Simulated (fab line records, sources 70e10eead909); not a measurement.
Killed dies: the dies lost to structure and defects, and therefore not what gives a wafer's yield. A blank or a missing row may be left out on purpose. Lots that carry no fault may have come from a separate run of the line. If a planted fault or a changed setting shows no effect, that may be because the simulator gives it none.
Chamber matching    flow nandHarc    rieDiel-08 running NHARC_A_CHANNEL_HOLE_D1_ETCH_38: 4 sister chambers
The step etches the open film in CF4, target depth 39 nm, time 65 s. 4 wafers are shown with their chamber, then 11 later ones without.

== WAFERS WITH THEIR CHAMBER ==
wafer   chamber  drypumpMotorCurrentA (A)
L085.6  0        5.76
L086.5  3        6.16
L086.6  2        5.62
L090.1  1        6.31

== WAFERS WITH NO CHAMBER GIVEN ==
wafer   drypumpMotorCurrentA (A)
L090.4  5.72
L090.6  6.30
L093.1  6.30
L093.4  5.77
L093.5  5.77
L092.1  5.74
L092.3  6.19
L092.4  6.29
L094.2  5.60
L094.4  5.73
L094.6  6.34

== THE CHAMBER EACH PASSED THROUGH ==
wafer   from the rows above  in truth
L090.4  0                    0
L090.6  1                    1
L093.1  1                    1
L093.4  0                    0
L093.5  0                    0
L092.1  0                    0
L092.3  3                    3
L092.4  1                    1
L094.2  2                    2
L094.4  0                    0
L094.6  1                    1
Placed correctly: 11 of 11. Can't be placed from these rows: 0. Number placed wrongly: 0.
How it was worked out, from the rows above alone: a wafer's distance from a chamber is the root of the sum, over the readings, of the square of ((its reading less the chamber's mean) divided by the reading's scatter). If the next closest chamber is less than 2 further off than the closest, the wafer can't be placed; otherwise it belongs to the closest. Each chamber's mean is taken over the wafers shown for it. The scatter (one wafer shown for each chamber): square how far every hidden wafer sits from the nearest shown wafer, average those squares and take the square root.
